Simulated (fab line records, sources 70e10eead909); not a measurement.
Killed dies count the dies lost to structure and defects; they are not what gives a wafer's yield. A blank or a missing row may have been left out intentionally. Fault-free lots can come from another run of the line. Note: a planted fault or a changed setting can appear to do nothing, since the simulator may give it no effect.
A lot that was struck, set against a sound lot -- flow nand harc -- 15 steps out of a route of 1302
Sound: these wafers, L922.1, L922.3, L922.5. Struck: wafers L925.3, L925.4, L925.5. The cause is named last.
Per side, at each step with rows, come the tool, then ch with its chambers, and then its first start. Under that, the readings that differ: sound wafers -- struck wafers -- difference of the means -- sigmas: that difference in standard deviations of wafers without a fault.
alike: a reading whose means differ by less than 2 such deviations, as well as words and numbers matching on both sides. not compared: withheld readings; readings where some wafer has no value; bounds like >300 that might hide an equal value; numbers whose values overlap and for which the record gives no deviation.
A row with sigmas, a row that says differs or no value, or rows on one side alone: a step with any of these is where the two part. When numbers do not overlap yet have no deviation, they are printed without sigmas and do not part them. A reading that every wafer of one side lacks parts them only if that side has two wafers or more.

first, 2 steps without rows for these wafers: NHARC_P_STI_SRD_39; NHARC_P_STI_OXIDE_40 (material SiO2, target thk 10 nm, ox time 1362 s).
NHARC_P_STI_INSPECT_25:
  sound: defect inspect-02 at day 6 05:05; struck: defect inspect-02 at day 7 09:46
  alike: raw defect count
then, 9 steps without rows for these wafers: NHARC_P_GATE_ETCH_69 (etches SiO2 in dHF, target depth 14 nm); NHARC_P_GATE_PRECLEAN_70 (cleans in SC1); NHARC_P_GATE_SRD_01; NHARC_P_GATE_OXIDE_02 (material SiO2, target thk 37.5 nm, ox time 365 s); NHARC_P_GATE_DEHYDRATE_03 (time 120 s); NHARC_P_GATE_HMDS_04 (time 30 s); NHARC_P_GATE_COAT_05; NHARC_P_GATE_SOFTBAKE_06 (time 95 s); NHARC_P_GATE_EBR_07.
NHARC_P_GATE_EXPOSE_08: exposes mask P HV.
  sound on krf scanner-01 ch 0, day 6 14:06; struck on krf scanner-01 ch 0, day 7 17:56
reading,sound,struck,difference,sigmas
exposure dose mJ cm2,16.734 16.723 16.725,11.791 11.794 11.819,-4.926,-99 or more
  alike: mask
then, 1 step without rows for these wafers: NHARC_P_GATE_PEB_09 (peb time 85 s).
-- jump in the record: it breaks off in module P_GATE and resumes in module END (first step shown: number 1302 of the route), and 20 days separate the struck wafers' starts before and after --
NHARC_END_SORT_01:
  sound on prober-01 ch 0, day 27 05:50; struck on prober-02 ch 0, day 28 00:56
  alike: killed at array, killed at other, killed at periphery, killed dies, killed open, killed short

WHERE THEY PART
At NHARC_P_GATE_EXPOSE_08 and nowhere else, as far as this record goes. Later steps at which nothing parts them and some readings are alike: NHARC_END_SORT_01.

WHY: what had been put in by the simulator
Process parameters drifting: krf scanner-01 at NHARC_P_GATE_EXPOSE_08, beginning at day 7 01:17. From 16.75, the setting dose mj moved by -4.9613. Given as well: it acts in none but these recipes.
